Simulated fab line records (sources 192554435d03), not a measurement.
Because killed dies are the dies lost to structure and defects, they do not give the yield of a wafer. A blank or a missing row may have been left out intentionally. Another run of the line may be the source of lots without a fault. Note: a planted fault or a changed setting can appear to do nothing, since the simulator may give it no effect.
fab line records || flow n5-finfet || part 2 of 2: steps 27 to 36 of 36
record {"lots": 5, "wafers": 15, "last-day": 17}
route steps=1938 shown BEOL_M8@1380 BEOL_M9@1401
lots with no fault: from the same line, run without faults
start-h: the number of hours between the record's first day and the start of the first shown wafer of the lot || wait-h: hours from the lot's prior step to this one || " as in the row above || L1.1+2: a single row standing in for several wafers || - value missing, or start not given || * or withheld: withheld || < > ~ a bound
route shown NAME@n: a module of which the file shows steps, and the number in the route of the first || usual: average and standard deviation across the fault-free wafers || same: alike in all rows || chamber/n: place in a boat || sites: the reading at each site || _std_site: their standard deviation || _edge_site: inner sites' mean taken away from outer sites' mean || radius-mm: how far each site lies from the wafer's centre || mask NAME#n: copy n || behind: the tool/chamber that last shaped the wafer || hold: why the lot was held/for how many hours/how that ended || device: transistor that didn't switch, given as n, p or np || end of line: at the end of the route, the tests of the same wafers || for a step that has no rows: nothing shown but its recipe || killed: at the first sort, the dies lost to defects and structure; wafer yield is something else || map: a wafer's dies, x killed, . not, _ none there
set.NAME: the setting that was run; set.NAME@STEP: the one run at that earlier step || model.NAME: the simulator's own value behind a step, which no gauge read
lots at selected steps of the route; one table per step, one row per wafer
services: a tool's chamber out of use, with start hour (start-h, from the record's first day; less than 0 if before it), hours out, and reason
## steps
# step N5_BEOL_M9_COAT_59
# recipe {"resist": "SOC", "temp-c": 250, "time-s": 60, "spin-rpm": 1500, "resist-thk-nm": 100}
# usual {"chill-plate-temp-C": "22.99/0.098", "heater-power-total-W": "500.6/1.8"}
{"lot.wafer": "L087.4", "tool": "litho-track-05", "chamber": 0, "start-h": 286.81, "wait-h": 0.1, "chill-plate-temp-C": 22.99, "heater-power-total-W": 502.2}
{"lot.wafer": "L087.5", "tool": "litho-track-05", "chamber": 0, "start-h": 286.81, "wait-h": 0.1, "chill-plate-temp-C": 22.98, "heater-power-total-W": 499.5}
{"lot.wafer": "L087.6", "tool": "litho-track-05", "chamber": 0, "start-h": 286.81, "wait-h": 0.1, "chill-plate-temp-C": 22.91, "heater-power-total-W": 503.3}
{"lot.wafer": "L088.1", "tool": "litho-track-03", "chamber": 0, "start-h": 286.81, "wait-h": 0.1, "chill-plate-temp-C": 23.12, "heater-power-total-W": 500.1}
{"lot.wafer": "L088.2", "tool": "litho-track-03", "chamber": 0, "start-h": 286.81, "wait-h": 0.1, "chill-plate-temp-C": 22.90, "heater-power-total-W": 500.1}
{"lot.wafer": "L088.4", "tool": "litho-track-03", "chamber": 0, "start-h": 286.81, "wait-h": 0.1, "chill-plate-temp-C": 23.11, "heater-power-total-W": 498.9}
{"lot.wafer": "L094.1", "tool": "litho-track-05", "chamber": 0, "start-h": 330.93, "wait-h": 0.1, "chill-plate-temp-C": 23.04, "heater-power-total-W": 499.2}
{"lot.wafer": "L094.4", "tool": "litho-track-05", "chamber": 0, "start-h": 330.93, "wait-h": 0.1, "chill-plate-temp-C": 23.13, "heater-power-total-W": 498.6}
{"lot.wafer": "L094.6", "tool": "litho-track-05", "chamber": 0, "start-h": 330.93, "wait-h": 0.1, "chill-plate-temp-C": 23.18, "heater-power-total-W": 501.1}
{"lot.wafer": "L095.2", "tool": "litho-track-04", "chamber": 0, "start-h": 331.85, "wait-h": 0.1, "chill-plate-temp-C": 22.93, "heater-power-total-W": 498.6}
{"lot.wafer": "L095.4", "tool": "litho-track-04", "chamber": 0, "start-h": 331.85, "wait-h": 0.1, "chill-plate-temp-C": 22.97, "heater-power-total-W": 502.4}
{"lot.wafer": "L095.5", "tool": "litho-track-04", "chamber": 0, "start-h": 331.85, "wait-h": 0.1, "chill-plate-temp-C": 23.03, "heater-power-total-W": 502.5}
{"lot.wafer": "L097.2", "tool": "litho-track-05", "chamber": 0, "start-h": 349.28, "wait-h": 0.1, "chill-plate-temp-C": 22.95, "heater-power-total-W": 498.8}
{"lot.wafer": "L097.4", "tool": "litho-track-05", "chamber": 0, "start-h": 349.28, "wait-h": 0.1, "chill-plate-temp-C": 22.94, "heater-power-total-W": 502.2}
{"lot.wafer": "L097.5", "tool": "litho-track-05", "chamber": 0, "start-h": 349.28, "wait-h": 0.1, "chill-plate-temp-C": 23.10, "heater-power-total-W": 503.4}
# step N5_BEOL_M9_COAT_60
# recipe {"resist": "SiARC", "temp-c": 220, "time-s": 60, "spin-rpm": 1500, "resist-thk-nm": 30}
# usual {"chill-plate-temp-C": "23.02/0.089", "heater-power-total-W": "427.4/2.1"}
{"lot.wafer": "L087.4", "tool": "litho-track-05", "chamber": 0, "start-h": "-", "wait-h": "-", "chill-plate-temp-C": 22.98, "heater-power-total-W": 425.4}
{"lot.wafer": "L087.5", "tool": "litho-track-05", "chamber": 0, "start-h": "-", "wait-h": "-", "chill-plate-temp-C": 22.96, "heater-power-total-W": 428.2}
{"lot.wafer": "L087.6", "tool": "litho-track-05", "chamber": 0, "start-h": "-", "wait-h": "-", "chill-plate-temp-C": 23.06, "heater-power-total-W": 429.0}
{"lot.wafer": "L088.1", "tool": "litho-track-03", "chamber": 0, "start-h": "-", "wait-h": "-", "chill-plate-temp-C": 22.98, "heater-power-total-W": 424.1}
{"lot.wafer": "L088.2", "tool": "litho-track-03", "chamber": 0, "start-h": "-", "wait-h": "-", "chill-plate-temp-C": 23.05, "heater-power-total-W": 424.5}
{"lot.wafer": "L088.4", "tool": "litho-track-03", "chamber": 0, "start-h": "-", "wait-h": "-", "chill-plate-temp-C": 23.06, "heater-power-total-W": 427.3}
{"lot.wafer": "L094.1", "tool": "litho-track-05", "chamber": 0, "start-h": "-", "wait-h": "-", "chill-plate-temp-C": 23.01, "heater-power-total-W": 424.8}
{"lot.wafer": "L094.4", "tool": "litho-track-05", "chamber": 0, "start-h": "-", "wait-h": "-", "chill-plate-temp-C": 23.00, "heater-power-total-W": 425.0}
{"lot.wafer": "L094.6", "tool": "litho-track-05", "chamber": 0, "start-h": "-", "wait-h": "-", "chill-plate-temp-C": 22.83, "heater-power-total-W": 425.2}
{"lot.wafer": "L095.2", "tool": "litho-track-04", "chamber": 0, "start-h": "-", "wait-h": "-", "chill-plate-temp-C": 23.24, "heater-power-total-W": 428.4}
{"lot.wafer": "L095.4", "tool": "litho-track-04", "chamber": 0, "start-h": "-", "wait-h": "-", "chill-plate-temp-C": 23.11, "heater-power-total-W": 430.2}
{"lot.wafer": "L095.5", "tool": "litho-track-04", "chamber": 0, "start-h": "-", "wait-h": "-", "chill-plate-temp-C": 23.20, "heater-power-total-W": 429.6}
{"lot.wafer": "L097.2", "tool": "litho-track-05", "chamber": 0, "start-h": "-", "wait-h": "-", "chill-plate-temp-C": 22.94, "heater-power-total-W": 427.6}
{"lot.wafer": "L097.4", "tool": "litho-track-05", "chamber": 0, "start-h": "-", "wait-h": "-", "chill-plate-temp-C": 22.97, "heater-power-total-W": 426.0}
{"lot.wafer": "L097.5", "tool": "litho-track-05", "chamber": 0, "start-h": "-", "wait-h": "-", "chill-plate-temp-C": 22.98, "heater-power-total-W": 428.7}
# step N5_BEOL_M9_COAT_05
# recipe {"resist": "CAR-ArF", "spin-rpm": 1500, "resist-thk-nm": 90}
# usual {"chill-plate-temp-C": "23.03/0.11"}
{"lot.wafer": "L087.4", "tool": "litho-track-05", "chamber": 0, "start-h": "-", "wait-h": "-", "chill-plate-temp-C": 22.93}
{"lot.wafer": "L087.5", "tool": "litho-track-05", "chamber": 0, "start-h": "-", "wait-h": "-", "chill-plate-temp-C": 22.96}
{"lot.wafer": "L087.6", "tool": "litho-track-05", "chamber": 0, "start-h": "-", "wait-h": "-", "chill-plate-temp-C": 22.83}
{"lot.wafer": "L088.1", "tool": "litho-track-03", "chamber": 0, "start-h": "-", "wait-h": "-", "chill-plate-temp-C": 23.08}
{"lot.wafer": "L088.2", "tool": "litho-track-03", "chamber": 0, "start-h": "-", "wait-h": "-", "chill-plate-temp-C": 23.06}
{"lot.wafer": "L088.4", "tool": "litho-track-03", "chamber": 0, "start-h": "-", "wait-h": "-", "chill-plate-temp-C": 22.98}
{"lot.wafer": "L094.1", "tool": "litho-track-05", "chamber": 0, "start-h": "-", "wait-h": "-", "chill-plate-temp-C": 23.07}
{"lot.wafer": "L094.4", "tool": "litho-track-05", "chamber": 0, "start-h": "-", "wait-h": "-", "chill-plate-temp-C": 22.89}
{"lot.wafer": "L094.6", "tool": "litho-track-05", "chamber": 0, "start-h": "-", "wait-h": "-", "chill-plate-temp-C": 23.02}
{"lot.wafer": "L095.2", "tool": "litho-track-04", "chamber": 0, "start-h": "-", "wait-h": "-", "chill-plate-temp-C": 23.28}
{"lot.wafer": "L095.4", "tool": "litho-track-04", "chamber": 0, "start-h": "-", "wait-h": "-", "chill-plate-temp-C": 23.11}
{"lot.wafer": "L095.5", "tool": "litho-track-04", "chamber": 0, "start-h": "-", "wait-h": "-", "chill-plate-temp-C": 23.16}
{"lot.wafer": "L097.2", "tool": "litho-track-05", "chamber": 0, "start-h": "-", "wait-h": "-", "chill-plate-temp-C": 23.34}
{"lot.wafer": "L097.4", "tool": "litho-track-05", "chamber": 0, "start-h": "-", "wait-h": "-", "chill-plate-temp-C": 23.18}
{"lot.wafer": "L097.5", "tool": "litho-track-05", "chamber": 0, "start-h": "-", "wait-h": "-", "chill-plate-temp-C": 23.09}
# step N5_BEOL_M9_EBR_07
# recipe {"solvent": "PGMEA", "ebr-width-mm": 1.5}
# usual {"chill-plate-temp-C": "23.01/0.11"}
{"lot.wafer": "L087.4", "tool": "litho-track-05", "chamber": 0, "start-h": "-", "wait-h": "-", "chill-plate-temp-C": 22.90}
{"lot.wafer": "L087.5", "tool": "litho-track-05", "chamber": 0, "start-h": "-", "wait-h": "-", "chill-plate-temp-C": 23.00}
{"lot.wafer": "L087.6", "tool": "litho-track-05", "chamber": 0, "start-h": "-", "wait-h": "-", "chill-plate-temp-C": 23.08}
{"lot.wafer": "L088.1", "tool": "litho-track-03", "chamber": 0, "start-h": "-", "wait-h": "-", "chill-plate-temp-C": 23.02}
{"lot.wafer": "L088.2", "tool": "litho-track-03", "chamber": 0, "start-h": "-", "wait-h": "-", "chill-plate-temp-C": 23.09}
{"lot.wafer": "L088.4", "tool": "litho-track-03", "chamber": 0, "start-h": "-", "wait-h": "-", "chill-plate-temp-C": 22.95}
{"lot.wafer": "L094.1", "tool": "litho-track-05", "chamber": 0, "start-h": "-", "wait-h": "-", "chill-plate-temp-C": 23.07}
{"lot.wafer": "L094.4", "tool": "litho-track-05", "chamber": 0, "start-h": "-", "wait-h": "-", "chill-plate-temp-C": 23.17}
{"lot.wafer": "L094.6", "tool": "litho-track-05", "chamber": 0, "start-h": "-", "wait-h": "-", "chill-plate-temp-C": 23.24}
{"lot.wafer": "L095.2", "tool": "litho-track-04", "chamber": 0, "start-h": "-", "wait-h": "-", "chill-plate-temp-C": 23.02}
{"lot.wafer": "L095.4", "tool": "litho-track-04", "chamber": 0, "start-h": "-", "wait-h": "-", "chill-plate-temp-C": 23.06}
{"lot.wafer": "L095.5", "tool": "litho-track-04", "chamber": 0, "start-h": "-", "wait-h": "-", "chill-plate-temp-C": 22.97}
{"lot.wafer": "L097.2", "tool": "litho-track-05", "chamber": 0, "start-h": "-", "wait-h": "-", "chill-plate-temp-C": 22.98}
{"lot.wafer": "L097.4", "tool": "litho-track-05", "chamber": 0, "start-h": "-", "wait-h": "-", "chill-plate-temp-C": 23.07}
{"lot.wafer": "L097.5", "tool": "litho-track-05", "chamber": 0, "start-h": "-", "wait-h": "-", "chill-plate-temp-C": 22.96}
# step N5_BEOL_M9_SOFTBAKE_06
# recipe {"temp-c": 110, "time-s": 60, "resist": "CAR-ArF"}
# usual {"chill-plate-temp-C": "23.02/0.12", "heater-power-total-W": "175.3/1.5"}
{"lot.wafer": "L087.4", "tool": "litho-track-05", "chamber": 0, "start-h": "-", "wait-h": "-", "chill-plate-temp-C": 22.87, "heater-power-total-W": 177.4}
{"lot.wafer": "L087.5", "tool": "litho-track-05", "chamber": 0, "start-h": "-", "wait-h": "-", "chill-plate-temp-C": 22.85, "heater-power-total-W": 176.5}
{"lot.wafer": "L087.6", "tool": "litho-track-05", "chamber": 0, "start-h": "-", "wait-h": "-", "chill-plate-temp-C": 22.94, "heater-power-total-W": 177.4}
{"lot.wafer": "L088.1", "tool": "litho-track-03", "chamber": 0, "start-h": "-", "wait-h": "-", "chill-plate-temp-C": 23.24, "heater-power-total-W": 175.5}
{"lot.wafer": "L088.2", "tool": "litho-track-03", "chamber": 0, "start-h": "-", "wait-h": "-", "chill-plate-temp-C": 23.12, "heater-power-total-W": 177.3}
{"lot.wafer": "L088.4", "tool": "litho-track-03", "chamber": 0, "start-h": "-", "wait-h": "-", "chill-plate-temp-C": 23.01, "heater-power-total-W": 173.5}
{"lot.wafer": "L094.1", "tool": "litho-track-05", "chamber": 0, "start-h": "-", "wait-h": "-", "chill-plate-temp-C": 23.24, "heater-power-total-W": 175.1}
{"lot.wafer": "L094.4", "tool": "litho-track-05", "chamber": 0, "start-h": "-", "wait-h": "-", "chill-plate-temp-C": 23.03, "heater-power-total-W": 176.2}
{"lot.wafer": "L094.6", "tool": "litho-track-05", "chamber": 0, "start-h": "-", "wait-h": "-", "chill-plate-temp-C": 23.10, "heater-power-total-W": 177.3}
{"lot.wafer": "L095.2", "tool": "litho-track-04", "chamber": 0, "start-h": "-", "wait-h": "-", "chill-plate-temp-C": 22.89, "heater-power-total-W": 173.2}
{"lot.wafer": "L095.4", "tool": "litho-track-04", "chamber": 0, "start-h": "-", "wait-h": "-", "chill-plate-temp-C": 23.04, "heater-power-total-W": 175.6}
{"lot.wafer": "L095.5", "tool": "litho-track-04", "chamber": 0, "start-h": "-", "wait-h": "-", "chill-plate-temp-C": 22.95, "heater-power-total-W": 177.0}
{"lot.wafer": "L097.2", "tool": "litho-track-05", "chamber": 0, "start-h": "-", "wait-h": "-", "chill-plate-temp-C": 23.02, "heater-power-total-W": 176.3}
{"lot.wafer": "L097.4", "tool": "litho-track-05", "chamber": 0, "start-h": "-", "wait-h": "-", "chill-plate-temp-C": 23.30, "heater-power-total-W": 173.0}
{"lot.wafer": "L097.5", "tool": "litho-track-05", "chamber": 0, "start-h": "-", "wait-h": "-", "chill-plate-temp-C": 23.08, "heater-power-total-W": 173.0}
# step N5_BEOL_M9_EXPOSE_08
# recipe {"mask-id": "M9", "na": 1.35, "source-shape": "dipole", "sigma-inner": 0.411, "sigma-outer": 0.611, "polarization": "te", "dose-mj": 53.75}
# same {"dipole-opening-deg": 40}
{"lot.wafer": "L087.4+5+6", "tool": "arfi-scanner-01", "chamber": 0, "start-h": 287.10, "wait-h": "-", "mask": "M9#0"}
{"lot.wafer": "L088.1+2+4", "tool": "arfi-scanner-03", "chamber": 0, "start-h": 287.24, "wait-h": "-", "mask": "M9#0"}
{"lot.wafer": "L094.1+4+6", "tool": "arfi-scanner-02", "chamber": 0, "start-h": 331.17, "wait-h": "-", "mask": "M9#0"}
{"lot.wafer": "L095.2+4+5", "tool": "arfi-scanner-01", "chamber": 0, "start-h": 332.10, "wait-h": "-", "mask": "M9#0"}
{"lot.wafer": "L097.2+4+5", "tool": "arfi-scanner-03", "chamber": 0, "start-h": 349.53, "wait-h": "-", "mask": "M9#0"}
# step N5_BEOL_M9_PEB_09
# recipe {"peb-temp-c": "withheld", "peb-time-s": 60, "resist": "CAR-ArF"}
# usual {"chill-plate-temp-C": "23.00/0.11"}
# same {"peb-time-s": 60}
{"lot.wafer": "L087.4", "tool": "litho-track-04", "chamber": 0, "start-h": 287.14, "wait-h": 0.0, "chill-plate-temp-C": 22.84}
{"lot.wafer": "L087.5", "tool": "litho-track-04", "chamber": 0, "start-h": 287.14, "wait-h": 0.0, "chill-plate-temp-C": 22.96}
{"lot.wafer": "L087.6", "tool": "litho-track-04", "chamber": 0, "start-h": 287.14, "wait-h": 0.0, "chill-plate-temp-C": 22.89}
{"lot.wafer": "L088.1", "tool": "litho-track-03", "chamber": 0, "start-h": 287.30, "wait-h": 0.1, "chill-plate-temp-C": 22.92}
{"lot.wafer": "L088.2", "tool": "litho-track-03", "chamber": 0, "start-h": 287.30, "wait-h": 0.1, "chill-plate-temp-C": 23.10}
{"lot.wafer": "L088.4", "tool": "litho-track-03", "chamber": 0, "start-h": 287.30, "wait-h": 0.1, "chill-plate-temp-C": 23.03}
{"lot.wafer": "L094.1", "tool": "litho-track-04", "chamber": 0, "start-h": 331.23, "wait-h": 0.1, "chill-plate-temp-C": 22.93}
{"lot.wafer": "L094.4", "tool": "litho-track-04", "chamber": 0, "start-h": 331.23, "wait-h": 0.1, "chill-plate-temp-C": 22.97}
{"lot.wafer": "L094.6", "tool": "litho-track-04", "chamber": 0, "start-h": 331.23, "wait-h": 0.1, "chill-plate-temp-C": 23.12}
{"lot.wafer": "L095.2", "tool": "litho-track-03", "chamber": 0, "start-h": 332.16, "wait-h": 0.0, "chill-plate-temp-C": 23.14}
{"lot.wafer": "L095.4", "tool": "litho-track-03", "chamber": 0, "start-h": 332.16, "wait-h": 0.0, "chill-plate-temp-C": 22.90}
{"lot.wafer": "L095.5", "tool": "litho-track-03", "chamber": 0, "start-h": 332.16, "wait-h": 0.0, "chill-plate-temp-C": 23.07}
{"lot.wafer": "L097.2", "tool": "litho-track-04", "chamber": 0, "start-h": 349.59, "wait-h": 0.0, "chill-plate-temp-C": 23.10}
{"lot.wafer": "L097.4", "tool": "litho-track-04", "chamber": 0, "start-h": 349.59, "wait-h": 0.0, "chill-plate-temp-C": 23.16}
{"lot.wafer": "L097.5", "tool": "litho-track-04", "chamber": 0, "start-h": 349.59, "wait-h": 0.0, "chill-plate-temp-C": 23.12}
# step N5_BEOL_M9_DEVELOP_10
# recipe {"develop-time-s": 30, "developer": "TMAH", "resist": "CAR-ArF", "rinse-liquid": "diw", "dry": "air-spin", "dev-temp-c": 23}
# usual {"chill-plate-temp-C": "23.03/0.1"}
# same {"develop-time-s": 30}
{"lot.wafer": "L087.4", "tool": "litho-track-04", "chamber": 0, "start-h": "-", "wait-h": "-", "chill-plate-temp-C": 22.93}
{"lot.wafer": "L087.5", "tool": "litho-track-04", "chamber": 0, "start-h": "-", "wait-h": "-", "chill-plate-temp-C": 22.90}
{"lot.wafer": "L087.6", "tool": "litho-track-04", "chamber": 0, "start-h": "-", "wait-h": "-", "chill-plate-temp-C": 23.02}
{"lot.wafer": "L088.1", "tool": "litho-track-03", "chamber": 0, "start-h": "-", "wait-h": "-", "chill-plate-temp-C": 23.08}
{"lot.wafer": "L088.2", "tool": "litho-track-03", "chamber": 0, "start-h": "-", "wait-h": "-", "chill-plate-temp-C": 23.23}
{"lot.wafer": "L088.4", "tool": "litho-track-03", "chamber": 0, "start-h": "-", "wait-h": "-", "chill-plate-temp-C": 23.16}
{"lot.wafer": "L094.1", "tool": "litho-track-04", "chamber": 0, "start-h": "-", "wait-h": "-", "chill-plate-temp-C": 23.02}
{"lot.wafer": "L094.4", "tool": "litho-track-04", "chamber": 0, "start-h": "-", "wait-h": "-", "chill-plate-temp-C": 22.87}
{"lot.wafer": "L094.6", "tool": "litho-track-04", "chamber": 0, "start-h": "-", "wait-h": "-", "chill-plate-temp-C": 23.05}
{"lot.wafer": "L095.2", "tool": "litho-track-03", "chamber": 0, "start-h": "-", "wait-h": "-", "chill-plate-temp-C": 23.15}
{"lot.wafer": "L095.4", "tool": "litho-track-03", "chamber": 0, "start-h": "-", "wait-h": "-", "chill-plate-temp-C": 23.14}
{"lot.wafer": "L095.5", "tool": "litho-track-03", "chamber": 0, "start-h": "-", "wait-h": "-", "chill-plate-temp-C": 23.15}
{"lot.wafer": "L097.2", "tool": "litho-track-04", "chamber": 0, "start-h": "-", "wait-h": "-", "chill-plate-temp-C": 23.09}
{"lot.wafer": "L097.4", "tool": "litho-track-04", "chamber": 0, "start-h": "-", "wait-h": "-", "chill-plate-temp-C": 23.02}
{"lot.wafer": "L097.5", "tool": "litho-track-04", "chamber": 0, "start-h": "-", "wait-h": "-", "chill-plate-temp-C": 23.21}
# step N5_BEOL_M9_CD_MEAS_11
# recipe {"target-cd-nm": 64.1, "landing-energy-ev": 500, "detector": "se-inlens", "polarity": "opening"}
# usual {"cd-nm": "64.2/0.84"}
# same {"landing-energy-ev": 500}
{"lot.wafer": "L087.4", "tool": "cd-sem-02", "chamber": 0, "start-h": 287.21, "wait-h": "-", "cd-nm": 65.5}
{"lot.wafer": "L087.5", "tool": "cd-sem-02", "chamber": 0, "start-h": 287.21, "wait-h": "-", "cd-nm": 64.6}
{"lot.wafer": "L087.6", "tool": "cd-sem-02", "chamber": 0, "start-h": 287.21, "wait-h": "-", "cd-nm": 65.1}
{"lot.wafer": "L088.1", "tool": "cd-sem-01", "chamber": 0, "start-h": 287.37, "wait-h": "-", "cd-nm": 62.8}
{"lot.wafer": "L088.2", "tool": "cd-sem-01", "chamber": 0, "start-h": 287.37, "wait-h": "-", "cd-nm": 63.6}
{"lot.wafer": "L088.4", "tool": "cd-sem-01", "chamber": 0, "start-h": 287.37, "wait-h": "-", "cd-nm": 63.1}
{"lot.wafer": "L094.1", "tool": "cd-sem-01", "chamber": 0, "start-h": 331.30, "wait-h": "-", "cd-nm": 65.2}
{"lot.wafer": "L094.4", "tool": "cd-sem-01", "chamber": 0, "start-h": 331.30, "wait-h": "-", "cd-nm": 64.8}
{"lot.wafer": "L094.6", "tool": "cd-sem-01", "chamber": 0, "start-h": 331.30, "wait-h": "-", "cd-nm": 65.0}
{"lot.wafer": "L095.2", "tool": "cd-sem-03", "chamber": 0, "start-h": 332.22, "wait-h": "-", "cd-nm": 64.1}
{"lot.wafer": "L095.4", "tool": "cd-sem-03", "chamber": 0, "start-h": 332.22, "wait-h": "-", "cd-nm": 64.2}
{"lot.wafer": "L095.5", "tool": "cd-sem-03", "chamber": 0, "start-h": 332.22, "wait-h": "-", "cd-nm": 63.8}
{"lot.wafer": "L097.2", "tool": "cd-sem-01", "chamber": 0, "start-h": 349.65, "wait-h": "-", "cd-nm": 63.9}
{"lot.wafer": "L097.4", "tool": "cd-sem-01", "chamber": 0, "start-h": 349.65, "wait-h": "-", "cd-nm": 64.8}
{"lot.wafer": "L097.5", "tool": "cd-sem-01", "chamber": 0, "start-h": 349.65, "wait-h": "-", "cd-nm": 65.1}
# step N5_BEOL_M9_OVL_MEAS_12
# recipe {"points-per-wafer": 44}
# usual {"M9_OVL": "-0.3/0.72"}
{"lot.wafer": "L087.4", "tool": "overlay-02", "chamber": 0, "start-h": 287.24, "wait-h": 0.0, "M9_OVL[nm]": 0.6}
{"lot.wafer": "L087.5", "tool": "overlay-02", "chamber": 0, "start-h": 287.24, "wait-h": 0.0, "M9_OVL[nm]": -0.2}
{"lot.wafer": "L087.6", "tool": "overlay-02", "chamber": 0, "start-h": 287.24, "wait-h": 0.0, "M9_OVL[nm]": -0.3}
{"lot.wafer": "L088.1", "tool": "overlay-01", "chamber": 0, "start-h": 287.40, "wait-h": 0.0, "M9_OVL[nm]": -0.8}
{"lot.wafer": "L088.2", "tool": "overlay-01", "chamber": 0, "start-h": 287.40, "wait-h": 0.0, "M9_OVL[nm]": -1.4}
{"lot.wafer": "L088.4", "tool": "overlay-01", "chamber": 0, "start-h": 287.40, "wait-h": 0.0, "M9_OVL[nm]": -1.2}
{"lot.wafer": "L094.1", "tool": "overlay-01", "chamber": 0, "start-h": 331.33, "wait-h": 0.0, "M9_OVL[nm]": -0.4}
{"lot.wafer": "L094.4", "tool": "overlay-01", "chamber": 0, "start-h": 331.33, "wait-h": 0.0, "M9_OVL[nm]": -0.6}
{"lot.wafer": "L094.6", "tool": "overlay-01", "chamber": 0, "start-h": 331.33, "wait-h": 0.0, "M9_OVL[nm]": -0.7}
{"lot.wafer": "L095.2", "tool": "overlay-01", "chamber": 0, "start-h": 332.25, "wait-h": 0.0, "M9_OVL[nm]": 0.3}
{"lot.wafer": "L095.4", "tool": "overlay-01", "chamber": 0, "start-h": 332.25, "wait-h": 0.0, "M9_OVL[nm]": -0.5}
{"lot.wafer": "L095.5", "tool": "overlay-01", "chamber": 0, "start-h": 332.25, "wait-h": 0.0, "M9_OVL[nm]": -0.9}
{"lot.wafer": "L097.2", "tool": "overlay-02", "chamber": 0, "start-h": 349.68, "wait-h": 0.0, "M9_OVL[nm]": 0.6}
{"lot.wafer": "L097.4", "tool": "overlay-02", "chamber": 0, "start-h": 349.68, "wait-h": 0.0, "M9_OVL[nm]": 0.1}
{"lot.wafer": "L097.5", "tool": "overlay-02", "chamber": 0, "start-h": 349.68, "wait-h": 0.0, "M9_OVL[nm]": -0.4}
## services
{"tool": "cvd-co-01", "chamber": 0, "start-h": 258.49, "hours": 3.1, "kind": "repair"}
{"tool": "cmp-01", "chamber": "-", "start-h": 260.34, "hours": 2.1, "kind": "repair"}
{"tool": "pecvd-01", "chamber": "-", "start-h": 265.34, "hours": 11.7, "kind": "repair"}
{"tool": "arfi-scanner-03", "chamber": "-", "start-h": 268.88, "hours": 4.9, "kind": "pm"}
{"tool": "arfi-scanner-01", "chamber": "-", "start-h": 276.38, "hours": 0.8, "kind": "pm"}
{"tool": "uv-cure-02", "chamber": "-", "start-h": 277.68, "hours": 1.0, "kind": "pm"}
{"tool": "arfi-scanner-01", "chamber": "-", "start-h": 278.66, "hours": 1.3, "kind": "pm"}
{"tool": "arfi-scanner-02", "chamber": "-", "start-h": 284.55, "hours": 1.3, "kind": "pm"}
{"tool": "wet-bench-01", "chamber": "-", "start-h": 284.72, "hours": 2.6, "kind": "repair"}
{"tool": "cmp-03", "chamber": "-", "start-h": 286.72, "hours": 6.2, "kind": "pm"}
{"tool": "pecvd-04", "chamber": "-", "start-h": 288.42, "hours": 0.8, "kind": "repair"}
{"tool": "arfi-scanner-03", "chamber": "-", "start-h": 289.29, "hours": 1.3, "kind": "repair"}
{"tool": "cmp-01", "chamber": "-", "start-h": 293.55, "hours": 4.3, "kind": "pm"}
{"tool": "arfi-scanner-03", "chamber": "-", "start-h": 301.56, "hours": 1.3, "kind": "pm"}
{"tool": "pecvd-02", "chamber": 2, "start-h": 305.69, "hours": 20.6, "kind": "repair"}
{"tool": "ecd-cu-02", "chamber": "-", "start-h": 308.98, "hours": 3.7, "kind": "repair"}
{"tool": "uv-cure-03", "chamber": "-", "start-h": 309.70, "hours": 7.1, "kind": "pm"}
{"tool": "arfi-scanner-01", "chamber": "-", "start-h": 310.11, "hours": 1.0, "kind": "repair"}
{"tool": "cmp-04", "chamber": "-", "start-h": 317.77, "hours": 1.3, "kind": "repair"}
{"tool": "pecvd-03", "chamber": 1, "start-h": 333.33, "hours": 3.7, "kind": "repair"}
{"tool": "wet-bench-02", "chamber": "-", "start-h": 337.91, "hours": 2.9, "kind": "repair"}
{"tool": "arfi-scanner-03", "chamber": "-", "start-h": 338.78, "hours": 0.8, "kind": "pm"}
{"tool": "rtp-anneal-01", "chamber": "-", "start-h": 342.27, "hours": 3.1, "kind": "pm"}
{"tool": "cmp-03", "chamber": "-", "start-h": 343.74, "hours": 17.0, "kind": "pm"}
